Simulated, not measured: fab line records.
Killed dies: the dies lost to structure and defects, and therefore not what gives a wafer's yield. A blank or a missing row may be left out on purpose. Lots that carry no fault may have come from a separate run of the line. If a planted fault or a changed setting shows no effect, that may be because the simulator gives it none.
Split-lot experiment    flow n5 finfet    on a route of 1938 steps: 7 lots, 39 wafers read

## ON THE SPLIT
At N5_BEOL_M12_ETCH_68 (etches SOC in N2/H2, time 285 s), the setting time s was moved away from the recipe's 285 s on 9 of the 39 wafers read, by +48.8% to +59.3%. This setting was run at the recipe's value on the other wafers.

The reading is taken at the split's own step.

## THE READING
SiARC_of_BEOL_M12_COAT_66.thk nm (the simulator's own value, which no gauge read), in nm, at N5_BEOL_M12_ETCH_68 (etches SOC in N2/H2, time 285 s). No usual value for it is given in the file. The 30 wafers here that ran the recipe average 85.9 nm, standard deviation 0.45 nm.

wafer   tool, chamber at the split  time s as run, s  against the recipe  SiARC_of_BEOL_M12_COAT_66.thk nm, nm  against lot-mates on the recipe
L076.1  rie diel-06, 3              285               recipe              85.4                                  -
L076.2  rie diel-06, 1,2            285               recipe              85.6                                  -
L076.5  rie diel-06, 1,2            285               recipe              85.6                                  -
L076.3  rie diel-06, 2              285               recipe              85.8                                  -
L076.4  rie diel-06, 0              285               recipe              86.2                                  -
L076.6  rie diel-06, 1              285               recipe              85.2                                  -
L077.1  rie diel-04, 3              435.1             +52.7%              73.2                                  -12.9
L077.2  rie diel-04, 0              435.1             +52.7%              74.8                                  -11.3
L077.3  rie diel-04, 1              285               recipe              86.2                                  -
L077.4  rie diel-04, 2,1            285               recipe              86                                    -
L077.5  rie diel-04, 2,1            285               recipe              86                                    -
L077.6  rie diel-04, 0              435.1             +52.7%              74                                    -12.1
L080.1  rie diel-05, 2              285               recipe              86                                    -
L080.2  rie diel-05, 3,0,0          285               recipe              86.4                                  -
L080.3  rie diel-05, 3,0,0          285               recipe              86.4                                  -
L080.5  rie diel-05, 3,0,0          285               recipe              86.4                                  -
L080.4  rie diel-05, 1              285               recipe              85.8                                  -
L080.6  rie diel-05, 3              285               recipe              86.2                                  -
L084.1  rie diel-04, 3,2            285               recipe              85.6                                  -
L084.3  rie diel-04, 3,2            285               recipe              85.6                                  -
L084.2  rie diel-04, 1,1,2,3        285               recipe              86                                    -
L084.4  rie diel-04, 1,1,2,3        285               recipe              86                                    -
L084.5  rie diel-04, 1,1,2,3        285               recipe              86                                    -
L084.6  rie diel-04, 1,1,2,3        285               recipe              86                                    -
L086.1  rie diel-05, 1              285               recipe              85.8                                  -
L086.2  rie diel-05, 0              285               recipe              86.8                                  -
L086.3  rie diel-05, 2              285               recipe              86.6                                  -
L093.1  rie diel-04, 2              453.9             +59.3%              72.2                                  -14.1
L093.2  rie diel-04, 3,0            285               recipe              86.4                                  -
L093.3  rie diel-04, 3,0            285               recipe              86.4                                  -
L093.4  rie diel-04, 1              453.9             +59.3%              72                                    -14.3
L093.5  rie diel-04, 0              453.9             +59.3%              72.6                                  -13.7
L093.6  rie diel-04, 1              285               recipe              86.2                                  -
L095.1  rie diel-06, 2              424.1             +48.8%              74.6                                  -10.5
L095.5  rie diel-06, 2              424.1             +48.8%              74.6                                  -10.5
L095.2  rie diel-06, 1              285               recipe              85.2                                  -
L095.3  rie diel-06, 0              424.1             +48.8%              72.8                                  -12.3
L095.4  rie diel-06, 1              285               recipe              85.4                                  -
L095.6  rie diel-06, 0              285               recipe              84.8                                  -
Rows listing several chambers each stand for several wafers; the file does not say which wafer went through which chamber.

THE FIT
A straight line over all 39 wafers: SiARC_of_BEOL_M12_COAT_66.thk nm changes by -0.233 nm for each +1% of time s; r = -0.99; the points scatter about the line by 0.55 nm.
The same after taking each lot's own level away (the mean of its wafers on the recipe; 39 wafers): -0.232 nm for each +1%; r = -1.00; scatter 0.4 nm.
According to that fit, moving time s by its largest amount changes the reading by 14 nm.
The lots' own levels span 85.13 to 86.40 nm, that is 2.8 times the standard deviation above.
Consequently the slope shifts little with the lot-to-lot level, the two slopes agreeing.
Check: -13.7 nm against its lot-mates is what the line predicts for one of the wafers moved furthest among these (+59.3%) when that wafer is left out of the fit. It came out at -14.1 nm against them.

## OTHER SPLITS APPLIED TO THESE WAFERS
Other splits were also applied to these wafers ahead of the reading. Each is held against what the fit with the lots' levels taken away leaves over:
other split on the same wafers    wafers away from the commonest value  r with SiARC_of_BEOL_M12_COAT_66.thk nm (lot level and that fit taken away)
N5_BEOL_M4_ILD_DEP_00 time s      15                                    +0.07
N5_BEOL_M5_TRENCH_ETCH_37 time s  12                                    -0.03
N5_BEOL_M7_DESCUM_33 time s       15                                    +0.09
N5_BEOL_M9_ILD_DEP_00 time s      15                                    -0.07

## FILE'S OWN FIT
SiARC_of_BEOL_M12_COAT_66.thk nm changes by -0.232 nm for each +1% of time s, r = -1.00.
